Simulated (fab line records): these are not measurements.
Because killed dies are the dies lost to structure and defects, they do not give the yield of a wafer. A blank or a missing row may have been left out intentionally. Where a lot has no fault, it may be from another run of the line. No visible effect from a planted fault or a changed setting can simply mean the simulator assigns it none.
Chamber matching -- flow nand_harc -- pecvd-04 running NHARC_P_M2_DEP_33: 3 sister chambers
The step deposits SiCN, target thk 30 nm. 3 wafers are shown with their chamber, then 7 later ones without.

== EACH WAFER AND ITS CHAMBER ==
wafer,chamber,heater_power_w (W)
L186.3,0,614
L187.2,2,587
L187.4,1,424

== WAFERS WHOSE CHAMBER IS MISSING ==
wafer,heater_power_w (W)
L187.6,571
L190.1,601
L190.4,601
L190.5,442
L191.1,447
L191.5,559
L191.6,576

== THE CHAMBER EACH PASSED THROUGH ==
wafer,from the rows above,in truth
L187.6,can't be placed: 2 or 0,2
L190.1,can't be placed: 0 or 2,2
L190.4,can't be placed: 0 or 2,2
L190.5,1,1
L191.1,1,1
L191.5,can't be placed: 2 or 0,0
L191.6,can't be placed: 2 or 0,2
2 of 7 placed correctly. These rows do not allow placing 5 (true chamber among the candidates in 5). Wrongly placed: 0.
How it was worked out, from the rows above alone: a wafer's distance from a chamber is the root of the sum, over the readings, of the square of ((its reading less the chamber's mean) divided by the reading's scatter). The wafer belongs to the nearest chamber; if the next one is less than 2 further off, it can't be placed. The mean given for a chamber averages the wafers shown for that chamber. The scatter (one wafer shown for each chamber): square how far every hidden wafer sits from the nearest shown wafer, average those squares and take the square root.
